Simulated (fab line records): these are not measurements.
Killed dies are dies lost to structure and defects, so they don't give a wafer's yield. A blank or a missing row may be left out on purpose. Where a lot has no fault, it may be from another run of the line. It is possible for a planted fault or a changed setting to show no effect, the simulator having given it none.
A struck lot beside a sound one + flow n5-finfet + 38 out of 1938 route steps
Sound: wafers L446.1, L446.3, L446.4. Struck: wafer L456.2 (left out: L456.3, a lot-mate that was not struck); the cause follows at the end.
For every step that has rows: the tool of each side, followed by ch and its chambers, followed by its first start. Under that, the readings that differ: sound wafers + struck wafers + difference of the means + sigmas: that difference in standard deviations of wafers without a fault.
alike: readings whose means differ by less than 2 such deviations, and words and numbers that are the same on both sides. not compared: withheld readings, readings that some wafer has no value for, bounds like >300 that may hide the same value, and numbers for which the record gives no deviation and whose values overlap.
The two part at a step that has a row with sigmas, a row that says differs or no value, or rows on one side only. Numbers that don't overlap but have no deviation are shown without sigmas and don't part them. Lack of a reading on every wafer of one side parts them only where that side has two or more wafers.

first, 9 steps without rows for these wafers: N5_BEOL_M3_COAT_05 (resist thk 30 nm); N5_BEOL_M3_EBR_07; N5_BEOL_M3_SOFTBAKE_06 (time 60 s); N5_BEOL_M3_EXPOSE_08 (exposes mask M3); N5_BEOL_M3_PEB_09 (peb time 60 s); N5_BEOL_M3_DEVELOP_10 (develop time 30 s); N5_BEOL_M3_DESCUM_16 (chemistry O2, time 7 s); N5_BEOL_M3_ETCH_74 (etches underlayer in N2/H2, target depth 6.5 nm, time 5.2 s); N5_BEOL_M3_ETCH_63 (etches SiARC in CF4, target depth 15.6 nm, time 26 s).
N5_BEOL_M3_ETCH_64: etches SOC in N2/H2, target depth 75 nm, overetch 15 nm, time 112.5 s.
  sound on rie-diel-05 ch 1,2,3, day 8 14:48; struck on rie-diel-05 ch 1, day 11 20:26
| reading                                    | sound      | struck | difference | sigmas |
|--------------------------------------------|------------|--------|------------|--------|
| model.SiARC_of_BEOL_M3_COAT_62.thk-nm (nm) | 7 6.6 6.4  | 3.4    | -3.3       |        |
| model.BEOL_M3.cd-offset-nm (nm)            | 0 0.2 -0.2 | 1.6    | +1.6       |        |
  alike: bias-w, drypump-motor-current-A, oes-product-au, rf-vpp-V, showerhead-plenum-p-Torr, throttle-valve-pct
  not compared: rf-hours-counter-h
then, 3 steps without rows for these wafers: N5_BEOL_M3_STRIP_65 (strips in N2/H2); N5_BEOL_M3_STRIP_75 (strips in N2/H2); N5_BEOL_M3_STRIP_66 (strips in CF4).
N5_BEOL_M3_HM_OPEN_17: chemistry Cl2/BCl3, target TiN, target depth 20 nm, overetch 6 nm.
  sound on rie-metal-02 ch 0,1, day 8 14:58; struck on rie-metal-03 ch 0, day 11 20:38
| reading                         | sound             | struck | difference | sigmas |
|---------------------------------|-------------------|--------|------------|--------|
| throttle-valve-pct (%)          | 21.85 21.99 21.86 | 22.42  | +0.52      | +2     |
| model.BEOL_M3.cd-offset-nm (nm) | 0 0.2 -0.4        | 1.4    | +1.5       |        |
  alike: bias-w, drypump-motor-current-A, oes-product-au
  not compared: rf-hours-counter-h
then, 1 step without rows for these wafers: N5_BEOL_M3_STRIP_19 (strips in O2).
N5_BEOL_M3_CD_MEAS_18: pitch 36 nm, target cd 18 nm.
  sound: cd-sem-03 at day 8 15:09; struck: cd-sem-02 at day 11 20:53
| reading    | sound          | struck | difference | sigmas |
|------------|----------------|--------|------------|--------|
| cd-nm (nm) | 17.6 18.2 17.9 | 19.1   | +1.2       | +4     |
then, 20 steps without rows for these wafers: N5_BEOL_M3_COAT_67 (time 60 s, resist thk 60 nm); N5_BEOL_M3_COAT_68 (time 60 s, resist thk 12 nm); N5_BEOL_M3_COAT_76 (time 60 s, resist thk 5 nm); N5_BEOL_M3_COAT_22 (resist thk 30 nm); N5_BEOL_M3_EBR_24; N5_BEOL_M3_SOFTBAKE_23 (time 60 s); N5_BEOL_M3_EXPOSE_25 (exposes mask V2, defocus 5 nm); N5_BEOL_M3_PEB_26 (peb time 60 s); N5_BEOL_M3_DEVELOP_27 (develop time 30 s); N5_BEOL_M3_DESCUM_33 (chemistry O2, time 7 s); N5_BEOL_M3_ETCH_77 (etches underlayer in N2/H2, target depth 6.5 nm, time 5.2 s); N5_BEOL_M3_ETCH_69 (etches SiARC in CF4, target depth 15.6 nm, time 26 s); N5_BEOL_M3_ALD_98 (deposits SiO2, target thk 2.5 nm, pulse time 1 s, co reactant pulse time 1 s); N5_BEOL_M3_ETCHBACK_99 (etches SiO2 in CHF3, target depth 5 nm, time 10.4 s); N5_BEOL_M3_ETCH_70 (etches SOC in N2/H2, target depth 80 nm, overetch 16 nm, time 120 s); N5_BEOL_M3_STRIP_71 (strips in N2/H2); N5_BEOL_M3_STRIP_78 (strips in N2/H2); N5_BEOL_M3_VIA_ETCH_34 (etches the open film in C4F6/O2, target depth 69.4 nm, time 65.9 s); N5_BEOL_M3_STRIP_83 (strips in C4F6/O2); N5_BEOL_M3_STRIP_36 (strips in N2/H2).
N5_BEOL_M4_RC_MEAS_101:
  sound on prober-01 ch 0, day 9 21:33; struck on prober-02 ch 0, day 13 10:27
| reading          | sound       | struck | difference | sigmas |
|------------------|-------------|--------|------------|--------|
| SERP_M3 (ohm/um) | 205 188 209 | 168    | -33        | -2     |
  alike: DIBL_N, DIBL_P, IOFF_N, IOFF_P, ION_N, ION_P, SS_N, SS_P, VT_N, VT_P
-- the record jumps here: 5 days lie between the struck wafers' starts before and after (it left off in module BEOL_M4 and takes up again in module PASSIVATION, whose first step shown is number 1936 of the route) --
N5_PASSIVATION_PROBE_49:
  rows exist in the record for the struck wafers here (prober-02, day 18 12:28), but not for the sound ones

WHERE THEY PART
Last at N5_PASSIVATION_PROBE_49 as far as this record goes, first at N5_BEOL_M3_HM_OPEN_17.

WHY: what the simulator had put in
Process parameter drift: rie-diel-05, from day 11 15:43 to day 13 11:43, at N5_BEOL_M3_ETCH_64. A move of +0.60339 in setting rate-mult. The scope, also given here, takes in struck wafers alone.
